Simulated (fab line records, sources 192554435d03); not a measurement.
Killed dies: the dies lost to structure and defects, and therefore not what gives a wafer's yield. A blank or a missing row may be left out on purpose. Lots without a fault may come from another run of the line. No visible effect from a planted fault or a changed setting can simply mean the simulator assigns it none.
fab line records	flow n5_finfet
record: lots: 11	wafers: 33	last_day: 20
route steps=1938 shown BEOL_M7@1309 PASSIVATION@1936
lots that met no fault: from a run of the same line without faults
start_h: hours from the record's first day to the start of the lot's first wafer shown	wait_h: how many hours have passed since the lot's step before this one	" repeats the value in the row above	L1.1+2: a row that stands for several wafers	- either no value or no given start	* or withheld: withheld	< > ~ a bound
route shown NAME@n: names a module that has steps shown in the file, with the first one's number in the route	usual: the fault-free wafers' mean and standard deviation	same: alike in all rows	chamber/n: place in a boat	sites: per-site readings	_std_site: how widely they spread, as a standard deviation	_edge_site: the outer-site mean with the inner-site mean subtracted	radius_mm: for every site, how far away it sits from the centre of the wafer	mask NAME#n: copy n	behind: tool/chamber where the wafer was last shaped	hold: why the lot was held/for how many hours/how that ended	device: the n, p or np transistor that did not switch	end of line: the same wafers' tests at the end of the route	a step without rows: its recipe alone	killed: at the first sort, the dies lost to defects and structure; wafer yield is something else	map: dies across one wafer; x = killed, . = not, _ = none there
set.NAME: the setting that was run; set.NAME@STEP: the one run at that earlier step	model.NAME: the simulator's own value behind a step, which no gauge read
the route's steps for a sample of lots (tables are steps, rows are wafers)
services: the hour from which a tool's chamber was out of use, counted from the record's first day as start_h (under 0 if before that day), plus the number of hours and why
== steps ==
step: N5_BEOL_M7_ETCH_41
recipe: chemistry: CH3F/O2	target: SiCN	target_depth_a: 319	taper_deg: 2	time_s: 57.8	ion_energy_ev: 120	mask_material: TiN	pressure_mtorr: 30	source_w: 395	bias_w: 75	Ar_flow_sccm: 150	CH3F_flow_sccm: 30	O2_flow_sccm: 20
usual: drypump_motor_current_A: 5.6/0.36	oes_product_au: 0.79/0.09	rf_vpp_V: 296.9/1.8	showerhead_plenum_p_Torr: 1.98/0.087	throttle_valve_pct: 16.34/0.23
lot.wafer	tool	chamber	start_h	wait_h	drypump_motor_current_A	oes_product_au	rf_hours_counter_h	rf_vpp_V	showerhead_plenum_p_Torr	throttle_valve_pct
L545.1	rie_diel-06	2	-	-	6.1	0.67	239	294.3	1.89	16.32
L545.3	"	1	"	"	5.6	0.88	34	298.5	1.95	16.34
L545.5	"	0	"	"	5.9	0.71	-	296.9	1.90	16.57
L547.1	rie_diel-02	2	-	-	6.1	0.75	168	298.2	2.08	16.06
L547.3	"	3	"	"	5.2	0.79	128	294.7	1.84	16.32
L547.4	"	0	"	"	5.1	0.74	197	299.4	2.07	16.21
L554.1	rie_diel-02	3	-	-	5.1	0.77	135	294.4	1.84	16.33
L554.4	"	0	"	"	5.1	0.72	202	298.6	2.07	16.21
L554.5	"	3	"	"	5.1	0.78	-	295.1	1.84	16.33
L552.4	rie_diel-05	2	-	-	5.2	0.72	181	296.3	1.91	16.81
L552.5	"	0	"	"	5.9	0.91	-	297.5	1.97	16.31
L552.6	"	3	"	"	5.7	0.92	-	297.9	2.05	16.37
L555.1	rie_diel-02	2	-	-	6.1	0.73	180	299.4	2.08	16.07
L555.3	"	0	"	"	5.1	0.73	207	299.1	2.07	16.20
L555.5	"	3	"	"	5.1	0.77	-	294.7	1.84	16.33
L553.2	rie_diel-06	3	-	-	5.7	0.66	253	297.1	1.97	16.88
L553.3	"	0	"	"	5.9	0.70	225	296.2	1.90	16.59
L553.6	"	0	"	"	5.9	0.69	-	296.0	1.89	16.58
L557.3	rie_diel-06	0	-	-	5.9	0.69	237	294.4	1.89	16.61
L557.4	"	2	"	"	6.1	0.93	11	300.8	2.13	15.89
L557.5	"	0	"	"	5.9	0.69	-	295.9	1.89	16.61
L562.1	rie_diel-06	3	-	-	5.7	0.96	9	296.5	1.96	16.40
L562.2	"	1	"	"	5.6	0.84	68	296.8	1.94	16.39
L562.6	"	0	"	"	5.9	0.69	-	294.9	1.89	16.63
L566.2	rie_diel-02	3	-	-	5.1	0.75	167	294.0	1.83	16.38
L566.5	"	3	"	"	5.2	0.76	-	293.3	1.83	16.38
L566.6	"	2	"	"	6.1	0.72	-	297.8	2.07	16.13
L568.2	rie_diel-05	2	-	-	5.2	0.70	205	295.9	1.90	16.87
L568.3	"	3	"	"	5.7	0.87	44	298.9	2.04	16.41
L568.5	"	2	"	"	5.2	0.71	-	296.0	1.90	16.85
L567.1	rie_diel-02	0	-	-	5.1	0.70	235	298.3	2.06	16.28
L567.2	"	3	"	"	5.2	0.75	169	292.1	1.83	16.38
L567.4	"	3	"	"	5.1	0.75	-	294.7	1.83	16.40
step: N5_BEOL_M7_CURE_75
recipe: temp_c: 370	time_s: 120	ambient: DMADMS/He	material: SiCOH_lowk
usual: lamp_power_pct: 52.31/0.048	wafer_temp_C_max: 371.6/0.72
lot.wafer	tool	chamber	start_h	wait_h	lamp_power_pct	wafer_temp_C_max
L545.1	uv_cure-03	2	263.57	0.0	52.25	371.2
L545.3	"	2	"	"	52.31	371.4
L545.5	"	2	"	"	52.31	371.1
L547.1	uv_cure-02	2	264.60	0.0	52.24	372.1
L547.3	"	2	"	"	52.27	372.3
L547.4	"	2	"	"	52.31	371.4
L554.1	uv_cure-02	1	286.81	0.0	52.25	373.3
L554.4	"	1	"	"	52.36	373.3
L554.5	"	1	"	"	52.41	372.6
L552.4	uv_cure-03	1	306.56	0.2	52.32	370.9
L552.5	"	1	"	"	52.29	371.1
L552.6	"	1	"	"	52.35	371.1
L555.1	uv_cure-01	2	309.47	0.0	52.32	371.3
L555.3	"	2	"	"	52.27	371.3
L555.5	"	2	"	"	52.31	371.1
L553.2	uv_cure-02	2	315.49	0.1	52.33	371.9
L553.3	"	2	"	"	52.25	371.6
L553.6	"	2	"	"	52.35	371.6
L557.3	uv_cure-03	2	346.74	0.1	52.29	370.8
L557.4	"	2	"	"	52.22	371.6
L557.5	"	2	"	"	52.38	371.6
L562.1	uv_cure-01	2	371.09	0.0	52.33	371.4
L562.2	"	2	"	"	52.34	371.6
L562.6	"	2	"	"	52.28	371.2
L566.2	uv_cure-01	2	391.64	0.2	52.26	371.2
L566.5	"	2	"	"	52.35	371.0
L566.6	"	2	"	"	52.33	371.4
L568.2	uv_cure-02	1	393.26	0.1	52.27	372.8
L568.3	"	1	"	"	52.37	372.5
L568.5	"	1	"	"	52.25	371.9
L567.1	uv_cure-01	0	396.86	0.0	52.33	371.3
L567.2	"	0	"	"	52.40	371.6
L567.4	"	0	"	"	52.34	371.5
step: N5_BEOL_M7_SPUTTER_48
recipe: material: Cu	target_thk_a: 100	temp_c: -20	bias_v: 60	power_w: 26000	chamber_pressure_pa: 0.13	time_s: 1.667
usual: cathode_dc_power_W: 25999/5	chamber_pressure_pa: 0.13004/0.00026	throttle_valve_pct: 30.4/0.79
lot.wafer	tool	chamber	start_h	wait_h	cathode_dc_power_W	chamber_pressure_pa	throttle_valve_pct
L545.1	pvd_sputter-03	-	265.36	0.2	26007	0.13	30.1
L545.3	"	-	"	"	25995	0.12977	30.2
L545.5	"	-	"	"	26001	0.1299	30.6
L547.1	pvd_sputter-01	-	267.09	0.1	25998	0.13001	31.1
L547.3	"	-	"	"	25992	0.1299	31.0
L547.4	"	-	"	"	25997	0.13008	29.3
L554.1	pvd_sputter-02	-	288.83	0.1	26003	0.12962	29.5
L554.4	"	-	"	"	26003	0.1298	30.4
L554.5	"	-	"	"	25998	0.13021	29.3
L552.4	pvd_sputter-02	-	308.14	0.2	25988	0.13	31.5
L552.5	"	-	"	"	25998	0.13067	30.2
L552.6	"	-	"	"	26008	0.12969	30.4
L555.1	pvd_sputter-02	-	312.22	1.7	25996	0.13042	30.4
L555.3	"	-	"	"	26003	0.13001	31.4
L555.5	"	-	"	"	25998	0.13004	29.4
L553.2	pvd_sputter-03	-	316.85	0.1	26001	0.13043	30.1
L553.3	"	-	"	"	25992	0.12994	30.4
L553.6	"	-	"	"	26004	0.12939	29.8
L557.3	pvd_sputter-02	-	349.45	1.9	32019	0.12999	29.6
L557.4	"	-	"	"	32020	0.1298	30.5
L557.5	"	-	"	"	32023	0.13044	31.7
L562.1	pvd_sputter-02	-	375.01	0.3	32039	0.12991	30.4
L562.2	"	-	"	"	32029	0.13003	30.4
L562.6	"	-	"	"	32028	0.12972	31.5
L566.2	pvd_sputter-03	-	393.81	0.2	26001	0.12967	29.8
L566.5	"	-	"	"	25998	0.12976	30.6
L566.6	"	-	"	"	25995	0.1298	29.9
L568.2	pvd_sputter-03	-	394.95	0.1	26003	0.13015	30.4
L568.3	"	-	"	"	26004	0.1302	30.2
L568.5	"	-	"	"	26002	0.12987	29.8
L567.1	pvd_sputter-03	-	399.11	0.4	26005	0.13036	30.0
L567.2	"	-	"	"	25995	0.13016	29.8
L567.4	"	-	"	"	25995	0.13015	29.8
step: N5_BEOL_M7_RS_MEAS_57
recipe: thk_meas_gauge: four-point-probe	reads: Cu_of_BEOL_M7_ECD_50+Co_of_BEOL_M7_CVD_78+TaN_of_BEOL_M7_ALD_77
usual: M7_RS: 0.285/0.0064
lot.wafer	tool	chamber	start_h	wait_h	M7_RS[ohm/sq]
L545.1	film_metro-02	-	266.52	0.1	0.297
L545.3	"	-	"	"	0.289
L545.5	"	-	"	"	0.307
L547.1	film_metro-02	-	268.02	0.1	0.282
L547.3	"	-	"	"	0.280
L547.4	"	-	"	"	0.284
L554.1	film_metro-01	-	290.41	0.1	0.272
L554.4	"	-	"	"	0.280
L554.5	"	-	"	"	0.275
L552.4	film_metro-01	-	309.08	0.0	0.298
L552.5	"	-	"	"	0.291
L552.6	"	-	"	"	0.288
L555.1	film_metro-02	-	313.16	0.1	0.280
L555.3	"	-	"	"	0.290
L555.5	"	-	"	"	0.279
L553.2	film_metro-02	-	317.79	0.1	0.298
L553.3	"	-	"	"	0.284
L553.6	"	-	"	"	0.287
L557.3	film_metro-02	-	350.52	0.1	0.290
L557.4	"	-	"	"	0.275
L557.5	"	-	"	"	0.292
L562.1	film_metro-02	-	375.94	0.1	0.278
L562.2	"	-	"	"	0.279
L562.6	"	-	"	"	0.293
L566.2	film_metro-01	-	395.03	0.1	0.286
L566.5	"	-	"	"	0.289
L566.6	"	-	"	"	0.289
L568.2	film_metro-01	-	396.16	0.1	0.294
L568.3	"	-	"	"	0.293
L568.5	"	-	"	"	0.299
L567.1	film_metro-02	-	400.04	0.1	0.286
L567.2	"	-	"	"	0.277
L567.4	"	-	"	"	0.286
step: N5_PASSIVATION_PROBE_49
usual: defect_limited_yield: 91.2/1.4	killed_at_M0_to_M3: 36/11	killed_at_M4_up: 14/5.6	killed_at_contacts: 12/5.9	killed_at_front_end: 38/13	killed_at_other: 3.5/2.7	killed_dies: 104/17	killed_on_rim: 14/3.9	killed_open: 68/12	killed_short: 34/8.2	sort_bin_5_function: 5.1/0.95	sort_bin_6_memory: 3.3/0.7	sort_n_pass: 1076/17	sort_yield_pct: 91.2/1.4
same: gross_dies: 1180	killed_at_back_side: 0	sort_bin_4_leakage[%]: 0	sort_bin_8_speed[%]: 0
lot.wafer	tool	chamber	start_h	wait_h	defect_limited_yield[%]	killed_at_M0_to_M3	killed_at_M4_up	killed_at_contacts	killed_at_front_end	killed_at_other	killed_dies	killed_on_rim	killed_open	killed_short	sort_bin_5_function[%]	sort_bin_6_memory[%]	sort_n_pass	sort_yield_pct[%]
L545.1	prober-02	-	337.62	0.0	90.3	26	8	15	59	6	114	12	72	41	5.3	3.9	1066	90.3
L545.3	prober-02	-	337.72	0.1	90.2	23	8	15	69	1	116	10	58	56	4.8	4.4	1064	90.2
L545.5	prober-02	-	337.82	0.2	89.9	29	17	21	49	3	119	12	80	38	5.8	4.0	1061	89.9
L547.1	prober-02	-	343.91	0.0	93.1	40	8	9	22	2	81	8	52	29	4.3	2.3	1099	93.1
L547.3	prober-02	-	344.01	0.1	93.0	32	7	13	30	1	83	11	58	22	3.1	3.5	1097	93.0
L547.4	prober-02	-	344.06	0.2	93.6	33	10	5	24	4	76	8	42	33	3.4	2.7	1104	93.6
L554.1	prober-01	-	373.78	0.0	90.2	40	21	29	24	2	116	20	87	29	5.6	4.2	1064	90.2
L554.4	prober-01	-	373.93	0.2	91.3	41	16	22	21	3	103	18	71	30	5.5	3.0	1077	91.3
L554.5	prober-01	-	373.98	0.2	90.5	45	15	12	34	6	112	16	76	33	4.7	4.3	1068	90.5
L552.4	prober-02	-	390.65	0.6	92.0	27	20	19	25	3	94	11	74	19	4.7	3.1	1086	92.0
L552.5	prober-02	-	390.70	0.7	90.3	40	15	13	39	7	114	12	61	50	5.2	4.1	1066	90.3
L552.6	prober-02	-	390.75	0.7	90.3	28	17	19	36	15	115	11	72	43	5.9	3.5	1065	90.3
L555.1	prober-01	-	401.29	0.0	92.5	26	14	5	40	3	88	11	56	28	3.9	3.5	1092	92.5
L555.3	prober-01	-	401.39	0.1	91.6	32	15	6	43	3	99	13	61	35	4.7	3.3	1081	91.6
L555.5	prober-01	-	401.49	0.2	91.9	24	14	8	45	4	95	7	53	39	4.2	3.4	1085	91.9
L553.2	prober-02	-	403.41	0.1	90.3	39	15	25	36	0	115	13	72	39	5.3	4.1	1065	90.3
L553.3	prober-02	-	403.46	0.1	92.5	29	13	19	25	3	89	10	61	27	4.2	2.9	1091	92.5
L553.6	prober-02	-	403.61	0.3	89.7	49	9	7	51	6	122	14	76	43	6.4	3.7	1058	89.7
L557.3	prober-01	-	432.05	0.1	90.8	32	12	18	45	2	109	12	70	37	5.2	3.7	1071	90.8
L557.4	prober-01	-	432.10	0.2	92.4	37	9	10	32	2	90	11	58	27	4.9	2.3	1090	92.4
L557.5	prober-01	-	432.15	0.2	91.6	32	20	4	35	8	99	11	67	31	5.2	3.1	1081	91.6
L562.1	prober-01	-	442.89	0.0	90.8	52	29	6	19	2	108	15	68	37	5.3	3.3	1072	90.8
L562.2	prober-01	-	442.94	0.1	90.3	56	24	12	22	0	114	15	83	27	5.3	4.2	1066	90.3
L562.6	prober-01	-	443.14	0.3	90.4	60	8	14	29	2	113	16	70	43	5.9	3.4	1067	90.4
L566.2	prober-01	-	462.88	0.1	92.1	31	13	14	31	4	93	14	61	30	5.3	2.2	1087	92.1
L566.5	prober-01	-	463.03	0.2	93.2	30	17	12	19	2	80	7	47	31	4.3	2.3	1100	93.2
L566.6	prober-01	-	463.08	0.3	93.4	32	16	3	25	2	78	10	53	20	4.5	1.9	1102	93.4
L568.2	prober-02	-	464.76	0.1	91.5	29	21	12	37	1	100	16	70	25	4.7	3.6	1080	91.5
L568.3	prober-02	-	464.81	0.1	92.7	25	8	24	28	1	86	10	55	28	4.0	3.3	1094	92.7
L568.5	prober-02	-	464.91	0.2	91.9	33	4	19	39	1	96	14	61	32	5.0	2.4	1084	91.9
L567.1	prober-02	-	481.21	0.0	90.9	35	15	2	51	4	107	18	72	33	5.2	3.5	1073	90.9
L567.2	prober-02	-	481.26	0.1	89.8	44	16	11	49	0	120	15	78	41	6.0	3.4	1060	89.8
L567.4	prober-02	-	481.36	0.2	89.5	28	17	3	75	1	124	15	71	50	5.3	4.8	1056	89.5
killed by level:class
L545.1 FIN_SAQP:geometric_particle:open=12 DUMMY_GATE:geometric_particle:open=10 MOL_CONTACT_COAG:geometric_particle:open=10 FIN_SAQP:geometric_particle:short=9 BEOL_M2:geometric_particle:open=6 STI_FIN_REVEAL:geometric_particle:open=5 GATE_CUT:geometric_particle:short=5 BEOL_M3:geometric_particle:open=5
L545.3 FIN_SAQP:geometric_particle:short=26 FIN_SAQP:geometric_particle:open=12 MOL_CONTACT_COAG:geometric_particle:open=11 BEOL_M0_SAQP:geometric_particle:short=9 BEOL_M0_SAQP:geometric_particle:open=6 STI_FIN_REVEAL:geometric_particle:short=5 MOL_CONTACT_COAG:geometric_particle:short=4 STI_FIN_REVEAL:geometric_particle:open=4
L545.5 MOL_CONTACT_COAG:geometric_particle:open=21 FIN_SAQP:geometric_particle:short=14 BEOL_M2:geometric_particle:open=9 DUMMY_GATE:geometric_particle:open=8 BEOL_M0_SAQP:geometric_particle:open=7 FIN_SAQP:geometric_particle:open=5 STARTING-WAFER:geometric_particle:short=5 BEOL_M4:geometric_particle:open=5
L547.1 BEOL_M3:geometric_particle:open=12 BEOL_M0_SAQP:geometric_particle:short=11 MOL_CONTACT_COAG:geometric_particle:open=8 FIN_SAQP:geometric_particle:short=5 STI_FIN_REVEAL:geometric_particle:open=5 BEOL_M0_SAQP:geometric_particle:open=5 BEOL_M2:geometric_particle:open=3 BEOL_M3:geometric_particle:short=3
L547.3 BEOL_M2:geometric_particle:open=9 MOL_CONTACT_COAG:geometric_particle:open=9 BEOL_M3:geometric_particle:open=6 STI_FIN_REVEAL:geometric_particle:open=5 DUMMY_GATE:geometric_particle:open=5 GATE_CUT:geometric_particle:short=5 BEOL_M0_SAQP:geometric_particle:open=5 MOL_CONTACT_COAG:geometric_particle:short=4
L547.4 BEOL_M0_SAQP:geometric_particle:short=10 BEOL_M0_SAQP:geometric_particle:open=6 STARTING-WAFER:geometric_particle:open=5 BEOL_M1:geometric_particle:open=4 STI_FIN_REVEAL:geometric_particle:short=3 STI_FIN_REVEAL:geometric_particle:open=3 DUMMY_GATE:geometric_particle:open=3 MOL_CONTACT_COAG:geometric_particle:short=3
L554.1 MOL_CONTACT_COAG:geometric_particle:open=23 BEOL_M3:geometric_particle:open=13 BEOL_M4:geometric_particle:open=10 BEOL_M2:geometric_particle:open=9 BEOL_M0_SAQP:geometric_particle:open=8 GATE_CUT:geometric_particle:short=7 MOL_CONTACT_COAG:geometric_particle:short=6 BEOL_M8:geometric_particle:open=4
L554.4 MOL_CONTACT_COAG:geometric_particle:open=19 BEOL_M2:geometric_particle:open=12 BEOL_M3:geometric_particle:open=8 BEOL_M0_SAQP:geometric_particle:short=7 BEOL_M4:geometric_particle:open=7 BEOL_M1:geometric_particle:open=5 GATE_CUT:geometric_particle:short=4 FIN_SAQP:geometric_particle:short=3
L554.5 MOL_CONTACT_COAG:geometric_particle:open=10 BEOL_M0_SAQP:geometric_particle:open=10 BEOL_M2:geometric_particle:open=10 BEOL_M3:geometric_particle:open=9 FIN_SAQP:geometric_particle:short=7 STI_FIN_REVEAL:geometric_particle:open=6 BEOL_M4:geometric_particle:open=6 BEOL_M0_SAQP:geometric_particle:short=5
L552.4 MOL_CONTACT_COAG:geometric_particle:open=15 BEOL_M4:geometric_particle:open=12 BEOL_M3:geometric_particle:open=10 DUMMY_GATE:geometric_particle:open=7 BEOL_M2:geometric_particle:open=5 FIN_SAQP:geometric_particle:short=4 STI_FIN_REVEAL:geometric_particle:open=4 BEOL_M0_SAQP:geometric_particle:open=4
L552.5 MOL_CONTACT_COAG:geometric_particle:open=10 BEOL_M0_SAQP:geometric_particle:short=9 BEOL_M0_SAQP:geometric_particle:open=7 BEOL_M3:geometric_particle:open=7 FIN_SAQP:geometric_particle:short=6 FIN_SAQP:geometric_particle:open=5 DUMMY_GATE:geometric_particle:open=5 BEOL_M2:geometric_particle:open=5
L552.6 MOL_CONTACT_COAG:geometric_particle:open=15 BEOL_M0_SAQP:geometric_particle:short=7 BEOL_M4:geometric_particle:open=7 FIN_SAQP:geometric_particle:short=6 GATE_CUT:geometric_particle:short=6 ILD0:geometric_particle:open=5 BEOL_M0_SAQP:geometric_particle:open=5 PASS1_CAP:geometric_particle:short=5
L555.1 DUMMY_GATE:geometric_particle:open=9 BEOL_M0_SAQP:geometric_particle:open=8 FIN_SAQP:geometric_particle:open=6 GATE_CUT:geometric_particle:short=6 MOL_CONTACT_COAG:geometric_particle:open=5 BEOL_M3:geometric_particle:open=5 STARTING-WAFER:geometric_particle:short=5 BEOL_M1:geometric_particle:open=4
L555.3 BEOL_M2:geometric_particle:open=12 FIN_SAQP:geometric_particle:short=8 BEOL_M4:geometric_particle:open=7 GATE_CUT:geometric_particle:short=6 MOL_CONTACT_COAG:geometric_particle:open=6 DUMMY_GATE:geometric_particle:open=5 BEOL_M1:geometric_particle:open=5 BEOL_M3:geometric_particle:short=5
L555.5 FIN_SAQP:geometric_particle:short=9 GATE_CUT:geometric_particle:short=8 MOL_CONTACT_COAG:geometric_particle:open=7 DUMMY_GATE:geometric_particle:open=5 BEOL_M1:geometric_particle:open=5 BEOL_M4:geometric_particle:open=5 STARTING-WAFER:geometric_particle:open=5 ILD0:geometric_particle:open=4
L553.2 MOL_CONTACT_COAG:geometric_particle:open=19 FIN_SAQP:geometric_particle:open=10 BEOL_M0_SAQP:geometric_particle:open=10 BEOL_M0_SAQP:geometric_particle:short=9 GATE_CUT:geometric_particle:short=7 BEOL_M4:geometric_particle:open=6 BEOL_M2:geometric_particle:open=6 MOL_CONTACT_COAG:geometric_particle:short=5
L553.3 MOL_CONTACT_COAG:geometric_particle:open=13 BEOL_M4:geometric_particle:open=11 BEOL_M0_SAQP:geometric_particle:open=8 MOL_CONTACT_COAG:geometric_particle:short=6 STI_FIN_REVEAL:geometric_particle:open=5 BEOL_M0_SAQP:geometric_particle:short=5 BEOL_M3:geometric_particle:open=5 FIN_SAQP:geometric_particle:open=4
L553.6 BEOL_M0_SAQP:geometric_particle:open=14 BEOL_M0_SAQP:geometric_particle:short=12 STI_FIN_REVEAL:geometric_particle:open=10 BEOL_M3:geometric_particle:open=10 FIN_SAQP:geometric_particle:open=9 GATE_CUT:geometric_particle:short=8 MOL_CONTACT_COAG:geometric_particle:open=5 FIN_CUT:geometric_particle:open=4
L557.3 STI_FIN_REVEAL:geometric_particle:open=15 MOL_CONTACT_COAG:geometric_particle:open=15 FIN_SAQP:geometric_particle:short=6 BEOL_M0_SAQP:geometric_particle:open=6 BEOL_M3:geometric_particle:open=6 BEOL_M5:geometric_particle:short=5 BEOL_M2:geometric_particle:open=5 FIN_SAQP:geometric_particle:open=4
L557.4 STI_FIN_REVEAL:geometric_particle:open=11 BEOL_M3:geometric_particle:open=11 MOL_CONTACT_COAG:geometric_particle:open=7 BEOL_M2:geometric_particle:open=6 DUMMY_GATE:geometric_particle:open=5 BEOL_M0_SAQP:geometric_particle:short=5 BEOL_M3:geometric_particle:short=5 ILD0:geometric_particle:open=4
L557.5 STI_FIN_REVEAL:geometric_particle:open=11 BEOL_M2:geometric_particle:open=10 BEOL_M4:geometric_particle:open=9 BEOL_M0_SAQP:geometric_particle:short=7 FIN_SAQP:geometric_particle:open=5 GATE_CUT:geometric_particle:short=5 BEOL_M3:geometric_particle:open=5 BEOL_M0_SAQP:geometric_particle:open=4
L562.1 BEOL_M0_SAQP:geometric_particle:short=15 BEOL_M4:geometric_particle:open=14 BEOL_M0_SAQP:geometric_particle:open=11 BEOL_M3:geometric_particle:open=10 GATE_CUT:geometric_particle:short=5 BEOL_M1:geometric_particle:open=5 BEOL_M1:geometric_particle:short=5 MOL_CONTACT_COAG:geometric_particle:open=4
L562.2 BEOL_M1:geometric_particle:open=17 BEOL_M2:geometric_particle:open=10 BEOL_M3:geometric_particle:open=10 MOL_CONTACT_COAG:geometric_particle:open=8 BEOL_M4:geometric_particle:open=8 STARTING-WAFER:geometric_particle:short=5 FIN_SAQP:geometric_particle:open=4 MOL_CONTACT_COAG:geometric_particle:short=4
L562.6 BEOL_M0_SAQP:geometric_particle:open=15 BEOL_M0_SAQP:geometric_particle:short=13 BEOL_M3:geometric_particle:open=10 MOL_CONTACT_COAG:geometric_particle:open=10 BEOL_M1:geometric_particle:open=9 FIN_SAQP:geometric_particle:open=8 FIN_SAQP:geometric_particle:short=5 GATE_CUT:geometric_particle:short=4
L566.2 BEOL_M2:geometric_particle:open=11 MOL_CONTACT_COAG:geometric_particle:open=11 BEOL_M3:geometric_particle:open=6 FIN_SAQP:geometric_particle:short=5 FIN_SAQP:geometric_particle:open=5 BEOL_M0_SAQP:geometric_particle:short=5 STI_FIN_REVEAL:geometric_particle:open=4 DUMMY_GATE:geometric_particle:open=4
L566.5 MOL_CONTACT_COAG:geometric_particle:open=8 BEOL_M0_SAQP:geometric_particle:open=6 BEOL_M4:geometric_particle:open=6 BEOL_M0_SAQP:geometric_particle:short=5 BEOL_M1:geometric_particle:open=5 BEOL_M3:geometric_particle:open=5 GATE_CUT:geometric_particle:short=4 BEOL_M4:geometric_particle:short=4
L566.6 FIN_SAQP:geometric_particle:open=7 BEOL_M0_SAQP:geometric_particle:open=7 BEOL_M3:geometric_particle:open=7 BEOL_M2:geometric_particle:open=6 BEOL_M4:geometric_particle:open=6 FIN_SAQP:geometric_particle:short=5 BEOL_M0_SAQP:geometric_particle:short=5 STI_FIN_REVEAL:geometric_particle:open=4
L568.2 FIN_SAQP:geometric_particle:open=12 MOL_CONTACT_COAG:geometric_particle:open=11 BEOL_M4:geometric_particle:open=8 FIN_SAQP:geometric_particle:short=7 BEOL_M0_SAQP:geometric_particle:short=6 BEOL_M3:geometric_particle:open=6 DUMMY_GATE:geometric_particle:open=5 BEOL_M1:geometric_particle:open=5
L568.3 MOL_CONTACT_COAG:geometric_particle:open=20 BEOL_M0_SAQP:geometric_particle:short=9 STI_FIN_REVEAL:geometric_particle:open=5 BEOL_M0_SAQP:geometric_particle:open=5 FIN_SAQP:geometric_particle:short=4 BEOL_M2:geometric_particle:open=4 FIN_SAQP:geometric_particle:open=3 STI_FIN_REVEAL:geometric_particle:short=3
L568.5 MOL_CONTACT_COAG:geometric_particle:open=17 BEOL_M0_SAQP:geometric_particle:open=10 BEOL_M1:geometric_particle:open=7 BEOL_M0_SAQP:geometric_particle:short=7 FIN_SAQP:geometric_particle:short=6 FIN_SAQP:geometric_particle:open=6 STI_FIN_REVEAL:geometric_particle:open=6 GATE_CUT:geometric_particle:short=4
L567.1 STI_FIN_REVEAL:geometric_particle:open=15 BEOL_M0_SAQP:geometric_particle:open=9 BEOL_M0_SAQP:geometric_particle:short=8 FIN_SAQP:geometric_particle:open=7 FIN_SAQP:geometric_particle:short=6 BEOL_M1:geometric_particle:open=6 DUMMY_GATE:geometric_particle:open=5 BEOL_M3:geometric_particle:open=5
L567.2 STI_FIN_REVEAL:geometric_particle:open=17 BEOL_M0_SAQP:geometric_particle:open=12 FIN_SAQP:geometric_particle:short=11 BEOL_M0_SAQP:geometric_particle:short=11 BEOL_M4:geometric_particle:open=8 MOL_CONTACT_COAG:geometric_particle:open=6 BEOL_M2:geometric_particle:open=6 FIN_SAQP:geometric_particle:open=5
L567.4 STI_FIN_REVEAL:geometric_particle:open=26 FIN_SAQP:geometric_particle:short=15 BEOL_M0_SAQP:geometric_particle:open=9 BEOL_M4:geometric_particle:short=8 FIN_SAQP:geometric_particle:open=6 BEOL_M0_SAQP:geometric_particle:short=5 BEOL_M4:geometric_particle:open=5 STI_FIN_REVEAL:geometric_particle:short=4
== services ==
tool	chamber	start_h	hours	kind
rie_diel-02	3	245.31	7.2	repair
uv_cure-01	-	245.78	1.0	pm
uv_cure-01	-	261.62	2.1	pm
uv_cure-02	-	262.86	0.4	repair
uv_cure-01	-	268.04	2.8	pm
rie_diel-02	1	304.26	7.9	repair
rie_diel-06	2	306.74	-	clean
rie_diel-06	2	306.74	-	consumable_replace:focus_ring
rie_diel-06	2	306.74	-	consumable_replace:showerhead
rie_diel-06	2	306.74	12.8	scheduled_down
rie_diel-06	2	306.74	12.8	vent_cycle
rie_diel-06	3	318.44	5.6	repair
rie_diel-06	3	324.08	-	clean
rie_diel-06	3	324.08	-	consumable_replace:focus_ring
rie_diel-06	3	324.08	20.3	scheduled_down
rie_diel-06	3	324.08	20.3	vent_cycle
pvd_sputter-03	-	347.98	6.3	repair
rie_diel-02	-	356.59	0.6	repair
pvd_sputter-02	-	357.28	0.6	repair
rie_diel-02	1	381.87	25.8	repair
rie_diel-05	-	387.54	2.8	pm
rie_diel-06	0	388.10	-	clean
rie_diel-06	0	388.10	-	consumable_replace:focus_ring
rie_diel-06	0	388.10	-	consumable_replace:showerhead
== key ==
first_sign: step: N5_BEOL_M7_SPUTTER_48	reading: cathode_dc_power_W	direction: up	sigmas: 99+	usual: *	struck: *
effect none on later readings
met_at N5_BEOL_M7_SPUTTER_48
struck_lots L557,L562
not_acting_at N5_BEOL_M7_ETCH_41,N5_BEOL_M7_CURE_75,N5_BEOL_M7_RS_MEAS_57
onset_between 312.22 349.45
fault: kind: process_parameter_drift	tool: pvd_sputter-02	chamber: -	onset_h: 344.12	steps: N5_BEOL_M7_SPUTTER_48	channel: power_w	offset: *	shape: step	end_h: 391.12	acts_in: *	stated: *
